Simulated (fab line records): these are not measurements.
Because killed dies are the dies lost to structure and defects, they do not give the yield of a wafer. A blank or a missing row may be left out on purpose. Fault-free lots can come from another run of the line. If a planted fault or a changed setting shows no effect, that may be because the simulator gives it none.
Which of the tools did it? -- flow n5Finfet -- at 1 step of a route of 1938, 12 lots with 36 wafers sampled

== WHAT EACH GAUGE READ, for each wafer ==
N5_ZERO_LAYER_INSPECT_20: inspects for defects (darkfield).
lot,measured,on,rawDefectCount
L075,day 1 19:23,defectInspect-02,27 28 17
L077,day 2 07:25,defectInspect-01,45 34 68
L079,day 2 19:16,defectInspect-02,22 16 12
L081,day 3 07:26,defectInspect-01,54 43 40
L083,day 3 19:23,defectInspect-01,35 57 15
L085,day 4 07:25,defectInspect-02,15 34 24
L087,day 4 19:22,defectInspect-01,40 29 64
L089,day 5 07:26,defectInspect-01,36 98 28
L091,day 5 19:30,defectInspect-01,22 39 37
L093,day 6 07:28,defectInspect-02,24 14 18
L095,day 6 19:16,defectInspect-02,25 23 26
L097,day 7 07:23,defectInspect-01,26 35 49

== WHAT TOOL EACH LOT RAN ON (gives the tool, then ch and the chambers of the sampled wafers, and finally the start) ==
The record holds no process step before these readings.

== THE ANSWER, worked out from the rows above alone ==
Rule: the usual values come from the lots themselves. Put in order of their means at a reading, lots are off if they are a third of the lots or fewer, leave a main group of 4 or more, and stand apart from it by a gap of 3 or more times the standard deviation of the main group's means; of several such gaps the widest counts. Not used: any main group whose means are identical at the precision the tables above print for the reading. Also off: a lot with no number at a reading for which 4 or more lots have one. All remaining lots with rows at the step are treated as sound.
No lot is off at any reading shown: from this, nothing can be told.

== WHAT THE SIMULATOR PUT IN ==
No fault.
